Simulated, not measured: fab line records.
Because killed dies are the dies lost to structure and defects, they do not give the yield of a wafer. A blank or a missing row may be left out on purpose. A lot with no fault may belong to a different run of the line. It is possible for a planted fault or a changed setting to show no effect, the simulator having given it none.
What tool caused it? + flow n5-finfet + 9 lots, 26 wafers sampled, at 5 steps of a route of 1938

== WHAT THE GAUGES SHOWED, per wafer ==
N5_BEOL_M4_OVL_MEAS_29. Usual: V3_OVL gives 0.0 nm (standard deviation 0.6).
| lot  | measured     | on         | V3_OVL (nm)    | flag |
|------|--------------|------------|----------------|------|
| L335 | day 7 12:08  | overlay-02 | 0.4 0.8 -0.2   |      |
| L336 | day 7 12:23  | overlay-01 | -1.2 -0.8 -0.6 |      |
| L339 | day 8 18:40  | overlay-02 | 0.0 -0.8 0.2   |      |
| L341 | day 8 21:22  | overlay-01 | -0.2 -0.4 -0.1 |      |
| L344 | day 9 20:11  | overlay-01 | 1.0 -0.4       |      |
| L346 | day 10 15:31 | overlay-01 | 0.5 0.1 0.0    |      |
| L351 | day 11 12:07 | overlay-02 | -0.2 -1.0 0.1  |      |
| L354 | day 12 07:07 | overlay-01 | 0.5 0.0 -0.6   |      |
| L357 | day 13 01:39 | overlay-02 | -0.2 0.5 0.1   |      |

N5_BEOL_M4_RC_MEAS_101. Usual: DIBL_N 35.9 mV/V, standard deviation 1.6; DIBL_P 35.6 mV/V, standard deviation 2.1; IOFF_N 0.149 nA/um, standard deviation 0.029; IOFF_P 0.20 nA/um, standard deviation 0.033; ION_N 671 uA/um, standard deviation 11; ION_P 460 uA/um, standard deviation 7.3; SS_N 71.4 mV/dec, standard deviation 0.62; SS_P 73.2 mV/dec, standard deviation 0.65; VT_N 251 mV, standard deviation 3.1; VT_P -251 mV, standard deviation 3.4.
| lot  | measured     | on        | DIBL_N (mV/V)  | DIBL_P (mV/V)  | IOFF_N (nA/um)    | IOFF_P (nA/um) | ION_N (uA/um) | ION_P (uA/um) | SS_N (mV/dec)  | SS_P (mV/dec)  | VT_N (mV)   | VT_P (mV)      | flag |
|------|--------------|-----------|----------------|----------------|-------------------|----------------|---------------|---------------|----------------|----------------|-------------|----------------|------|
| L335 | day 7 21:37  | prober-02 | 35.4 34.5 34.0 | 33.8 34.4 34.4 | 0.133 0.124 0.116 | 0.15 0.15 0.16 | 662 656 655   | 445 451 453   | 70.8 70.5 69.8 | 72.5 72.7 72.6 | 251 254 254 | -258 -256 -257 |      |
| L336 | day 7 22:20  | prober-01 | 36.1 36.0 34.9 | 35.7 36.3 33.9 | 0.154 0.150 0.130 | 0.20 0.22 0.18 | 668 666 672   | 459 460 459   | 71.1 71.1 70.7 | 73.1 73.1 73.0 | 253 252 253 | -249 -248 -252 |      |
| L339 | day 9 00:58  | prober-02 | 34.9 32.3 33.7 | 35.5 33.0 34.1 | 0.133 0.114 0.122 | 0.19 0.16 0.18 | 665 669 667   | 451 456 464   | 71.9 70.5 70.7 | 72.9 73.0 72.4 | 252 254 252 | -251 -253 -254 |      |
| L341 | day 9 04:26  | prober-02 | 36.4 35.6 36.7 | 36.1 37.0 38.0 | 0.144 0.144 0.158 | 0.17 0.18 0.20 | 659 665 668   | 444 452 459   | 72.3 71.3 71.3 | 72.7 72.4 73.1 | 252 250 251 | -258 -254 -252 |      |
| L344 | day 10 06:55 | prober-01 | 32.7 35.6      | 32.2 35.6      | 0.106 0.159       | 0.16 0.21      | 651 677       | 456 472       | 70.9 70.7      | 72.7 73.2      | 256 247     | -254 -247      |      |
| L346 | day 10 20:29 | prober-01 | 37.3 34.3 36.1 | 35.7 32.8 35.5 | 0.166 0.124 0.151 | 0.25 0.20 0.24 | 657 670 660   | 460 469 459   | 72.1 70.5 71.3 | 73.9 72.4 73.4 | 250 252 250 | -248 -249 -249 |      |
| L351 | day 11 17:46 | prober-02 | 36.0 37.8 35.8 | 33.6 36.3 34.2 | 0.126 0.148 0.125 | 0.16 0.20 0.17 | 662 673 663   | 457 454 459   | 71.7 71.1 71.1 | 72.8 73.7 73.1 | 252 251 254 | -255 -251 -252 |      |
| L354 | day 12 17:01 | prober-02 | 35.2 34.2 35.3 | 34.6 32.9 34.5 | 0.132 0.123 0.137 | 0.20 0.18 0.19 | 664 653 656   | 459 455 454   | 71.1 71.3 71.7 | 73.1 72.2 72.8 | 252 254 253 | -249 -251 -250 |      |
| L357 | day 13 12:37 | prober-02 | 36.8 38.7 39.1 | 35.2 38.1 38.4 | 0.157 0.199 0.213 | 0.21 0.26 0.27 | 681 683 697   | 468 467 475   | 70.7 71.9 72.5 | 73.0 73.8 74.2 | 253 245 244 | -250 -244 -248 |      |

== TOOL THAT RAN EACH LOT (tool first, then ch and the chambers of the sampled wafers, then the start) ==
| lot  | N5_BEOL_M4_HM_OPEN_17             | N5_BEOL_M4_ALD_98                 | N5_BEOL_M4_ETCH_70                 |
|------|-----------------------------------|-----------------------------------|------------------------------------|
| L335 | rie-metal-03 ch 0,1, day 7 11:27  | ald-sin-04 ch 0,1,3, day 7 13:00  | rie-diel-06 ch 2,3, day 7 17:08    |
| L336 | rie-metal-01 ch 0,1, day 7 11:41  | ald-sin-04 ch 0,1,3, day 7 13:06  | rie-diel-06 ch 0,2, day 7 17:31    |
| L339 | rie-metal-03 ch 0, day 8 18:02    | ald-sin-04 ch 0,2,3, day 8 19:13  | rie-diel-05 ch 0,1,3, day 8 19:28  |
| L341 | rie-metal-02 ch 0,1, day 8 20:49  | ald-sin-04 ch 2,3, day 8 21:47    | rie-diel-02 ch 0,1,2, day 8 23:42  |
| L344 | rie-metal-03 ch 0,1, day 9 19:40  | ald-sin-01 ch 0,3, day 9 20:23    | rie-diel-05 ch 1,3, day 10 01:52   |
| L346 | rie-metal-01 ch 0, day 10 14:41   | ald-sin-01 ch 2,3, day 10 15:44   | rie-diel-06 ch 1,3, day 10 16:10   |
| L351 | rie-metal-02 ch 0,1, day 11 11:26 | ald-sin-03 ch 0,2,3, day 11 12:34 | rie-diel-06 ch 0,1,2, day 11 13:24 |
| L354 | rie-metal-02 ch 0,1, day 12 06:35 | ald-sin-01 ch 0,2, day 12 07:20   | rie-diel-02 ch 0,2,3, day 12 11:32 |
| L357 | rie-metal-01 ch 0,1, day 13 01:07 | ald-sin-03 ch 1,3, day 13 01:52   | rie-diel-02 ch 0,1,2, day 13 07:23 |
- N5_BEOL_M4_HM_OPEN_17: chemistry Cl2/BCl3, target TiN, target depth 20 nm, overetch 6 nm.
- N5_BEOL_M4_ALD_98: deposits SiO2, target thk 2.5 nm, pulse time 1 s, co reactant pulse time 1 s.
- N5_BEOL_M4_ETCH_70: etches SOC in N2/H2, target depth 80 nm, overetch 24 nm, time 130 s.

== WHAT THE TOOLS THEMSELVES READ (means of the sampled wafers that have a number; where no wafer has one, the mark that the record gives instead) ==
N5_BEOL_M4_HM_OPEN_17. Usual: chamber-pressure-mTorr 9.998 mTorr, standard deviation 0.0089; drypump-motor-current-A 6.0 A, standard deviation 0.46; oes-product-au 0.69 a.u., standard deviation 0.037; throttle-valve-pct 22.12 %, standard deviation 0.18.
| lot  | tool         | chamber-pressure-mTorr (mTorr) | drypump-motor-current-A (A) | oes-product-au (a.u.) | throttle-valve-pct (%) | flag |
|------|--------------|--------------------------------|-----------------------------|-----------------------|------------------------|------|
| L335 | rie-metal-03 | 9.995                          | 6.3                         | 0.77                  | 22.35                  |      |
| L336 | rie-metal-01 | 10.004                         | 5.8                         | 0.69                  | 22.10                  |      |
| L339 | rie-metal-03 | 9.996                          | 6.5                         | 0.70                  | 22.06                  |      |
| L341 | rie-metal-02 | 9.995                          | 6.0                         | 0.67                  | 21.97                  |      |
| L344 | rie-metal-03 | 10.005                         | 6.3                         | 0.73                  | 22.29                  |      |
| L346 | rie-metal-01 | 9.987                          | 5.8                         | 0.67                  | 22.07                  |      |
| L351 | rie-metal-02 | 10.000                         | 5.6                         | 0.68                  | 22.06                  |      |
| L354 | rie-metal-02 | 9.998                          | 6.0                         | 0.66                  | 21.98                  |      |
| L357 | rie-metal-01 | 10.016                         | 5.8                         | 0.65                  | 22.11                  |      |

N5_BEOL_M4_ALD_98. Usual: heater-power-w 76 W, standard deviation 8.1; precursor-pulse-height-rel 0.998, standard deviation 0.019; susceptor-temp-C 100.00 C, standard deviation 0.14.
| lot  | tool       | heater-power-w (W) | precursor-pulse-height-rel | susceptor-temp-C (C) | flag |
|------|------------|--------------------|----------------------------|----------------------|------|
| L335 | ald-sin-04 | 73                 | 1.006                      | 99.94                |      |
| L336 | ald-sin-04 | 75                 | 0.989                      | 100.13               |      |
| L339 | ald-sin-04 | 80                 | 1.002                      | -                    | OFF  |
| L341 | ald-sin-04 | 80                 | 0.996                      | -                    | OFF  |
| L344 | ald-sin-01 | 77                 | 1.031                      | 100.00               |      |
| L346 | ald-sin-01 | 75                 | 1.002                      | 100.02               |      |
| L351 | ald-sin-03 | 75                 | 0.990                      | 99.96                |      |
| L354 | ald-sin-01 | 72                 | 0.998                      | 100.00               |      |
| L357 | ald-sin-03 | 72                 | 0.992                      | 99.95                |      |

N5_BEOL_M4_ETCH_70. Usual: chamber-pressure-mTorr 30.000 mTorr (standard deviation 0.03); drypump-motor-current-A 5.9 A (standard deviation 0.5); n2-flow-sccm 200.0 sccm (standard deviation 0.59); oes-product-au 0.57 a.u. (standard deviation 0.049); rf-vpp-V 524.7 V (standard deviation 1.8); showerhead-plenum-p-Torr 2.57 Torr (standard deviation 0.064); throttle-valve-pct 17.93 % (standard deviation 0.25).
| lot  | tool        | chamber-pressure-mTorr (mTorr) | drypump-motor-current-A (A) | n2-flow-sccm (sccm) | oes-product-au (a.u.) | rf-vpp-V (V) | showerhead-plenum-p-Torr (Torr) | throttle-valve-pct (%) | flag |
|------|-------------|--------------------------------|-----------------------------|---------------------|-----------------------|--------------|---------------------------------|------------------------|------|
| L335 | rie-diel-06 | 30.026                         | 5.6                         | 199.9               | 0.59                  | 524.4        | 2.57                            | 17.79                  |      |
| L336 | rie-diel-06 | 30.019                         | 6.1                         | 200.4               | 0.54                  | 523.7        | 2.54                            | 18.06                  |      |
| L339 | rie-diel-05 | 29.978                         | 5.7                         | 200.5               | 0.59                  | 525.4        | 2.59                            | 17.80                  |      |
| L341 | rie-diel-02 | 30.002                         | 6.0                         | 199.3               | 0.56                  | 524.7        | 2.58                            | 17.94                  |      |
| L344 | rie-diel-05 | 30.009                         | 5.8                         | 199.5               | 0.59                  | 526.8        | 2.61                            | 17.79                  |      |
| L346 | rie-diel-06 | 29.980                         | 5.7                         | 200.0               | 0.56                  | 524.5        | 2.57                            | 17.90                  |      |
| L351 | rie-diel-06 | 29.976                         | 5.9                         | 199.8               | 0.52                  | 524.8        | 2.55                            | 17.99                  |      |
| L354 | rie-diel-02 | 29.986                         | 5.9                         | 200.1               | 0.55                  | 525.1        | 2.58                            | 18.14                  |      |
| L357 | rie-diel-02 | 30.014                         | 6.0                         | 199.7               | 0.60                  | 524.5        | 2.57                            | 17.83                  |      |

== THE ANSWER, worked out from the rows above alone ==
Rule: take the mean of a lot's wafers that have a number; if it is more than 3 standard deviations from the usual mean, the lot is off. A lot without any number at a reading at which 4 lots or more have one is off too. The other lots that the step has rows for count as sound. The gauges are gone through in route order, then the tools' own readings, and for those a lot's mean is taken as printed above. At the first step where some lot is off, the reading lying furthest off is the one used; lots without a number count as furthest.
Off: L339, L341 (N5_BEOL_M4_ALD_98, susceptor-temp-C). Without a number there: L339, L341.
If a tool, at that step or one of the process steps before it, ran each lot that is off and ran no sound lot following the first of them, it fits. One fits: ald-sin-04 at N5_BEOL_M4_ALD_98. A fault onset in the window from L336 (day 7 13:06, its last sound lot) to L339 (day 8 19:13, its first lot off) fits.
Blank at N5_BEOL_M4_ALD_98 on the lots that are off, where sound lots have numbers: susceptor-temp-C.

== WHAT THE SIMULATOR HAD PUT IN ==
Process parameter drift: ald-sin-04, from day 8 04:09 on, at N5_BEOL_M4_ALD_98. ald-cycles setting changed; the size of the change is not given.
Lots struck among those shown: L339, L341. The rule above found the same.
